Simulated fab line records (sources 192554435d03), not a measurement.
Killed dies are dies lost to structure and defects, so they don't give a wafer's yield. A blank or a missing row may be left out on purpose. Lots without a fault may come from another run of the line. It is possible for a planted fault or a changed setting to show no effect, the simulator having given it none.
8D (eight disciplines) problem report, filled in by code -- flow n5 finfet -- the parts of the form that need people (team, actions taken, sign-off) are left out

== 1. WHAT IS WRONG ==
Mean of heater power total W at N5_SDB_COAT_03: 851.7 W across 6 wafers in 2 lots; on wafers with no fault it is 500.5 W (standard deviation 1.8). So: +99 or more standard deviations from the usual mean.
The step: time 60 s, resist thk 100 nm.
Earliest sighting: wafer L906.4 on litho track-04 at day 7 12:10. Wafers with a number at this step in the record: 30, from 10 lots. Rule for "out" (also "out of limits"): further than 4 standard deviations from the usual mean. The other wafers with a number count as sound.

== 2. WHAT IT IS, AND WHAT IT ISN'T ==
question,is,is not
which readings at this step,"heater power total W, plate temp C",-
which lots,"L906, L910","L891, L893, L894, L896, L901, L903, L907, L914"
which wafers of those lots,all that have a number,-
read on which tools,litho track-04,"litho track-03, litho track-05"
when,from day 7 12:10,"up to then (18 sound wafers); but 6 sound wafers of L907, L914 came after"

== 3. WHAT RULES OUT EACH SUSPECT ==
Counting: a tool at any process step up to the reading remains a suspect when it ran all the lots that are out and ran no sound lot after the first of those.
- ald sin-04 at N5_ILD0_LINER_00 (material SiNx, target thk 4 nm, pulse time 1 s, purge time 2 s): ruled out as a lasting fault. After its first lot that is out, L906 (day 7 05:50), sound lots L914 ran on it.
- cmp-03 at N5_ILD0_CMP_07 (polishes SiO2 flowable, stops on poly-Si, t overpolish 1.18 s, target thk 138.88 nm): ruled out as a lasting fault. After its first lot that is out, L906 (day 7 08:31), sound lots L907 ran on it.
- pecvd-04 at N5_SDB_HM_DEP_00 (deposits SiNx from SiH4/NH3/N2, target thk 40 nm, time 35.3 s): ruled out as a lasting fault. After its first lot that is out, L906 (day 7 12:07), sound lots L907, L914 ran on it.
- litho track-04 at N5_SDB_COAT_03 (time 60 s, resist thk 100 nm): kept. Every lot that is out went through it, starting with L906 (day 7 12:10), and after that it ran no sound lot; the last sound lot it ran before then is L903 (day 6 17:41). On those wafers its own readings are out: heater power total W, plate temp C.
After counting, what remains is litho track-04 at N5_SDB_COAT_03.

== 4. THE CAUSE (what the simulator had put in) ==
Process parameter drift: litho track-04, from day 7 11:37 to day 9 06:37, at N5_SDB_COAT_03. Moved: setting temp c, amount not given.
The count eliminated every tool but this one.

== 5. THE CHAIN OF EFFECTS, in route order ==
Rows list readings where the struck wafers' mean (over those with a number) sits beyond 3 standard deviations from the usual. Only readings whose record carries a usual standard deviation are examined. hours: median over the lots of the time between each lot's start at the first step of this table that gives one and its start at this step. sigmas: the change, counted in usual standard deviations.
hours,step,reading,usual,on struck wafers,change,sigmas
0,N5_SDB_COAT_03,heater power total W,500.5 W,851.7,+351.2,+99 or more
0,N5_SDB_COAT_03,plate temp C,250.00 C,269.90,+19.90,+99 or more
Here are the process steps it includes:
- N5_SDB_COAT_03: time 60 s, resist thk 100 nm.
Later measuring or inspecting steps at which every struck wafer that the step has a row for has a number for every such reading, and none has moved that far: N5_BEOL_M4_RC_MEAS_101.

== 6. HOW IT WOULD HAVE BEEN CAUGHT EARLIER ==
In this record the first reading out of limits was taken at day 7 12:10, 1 hour after the fault began at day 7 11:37.
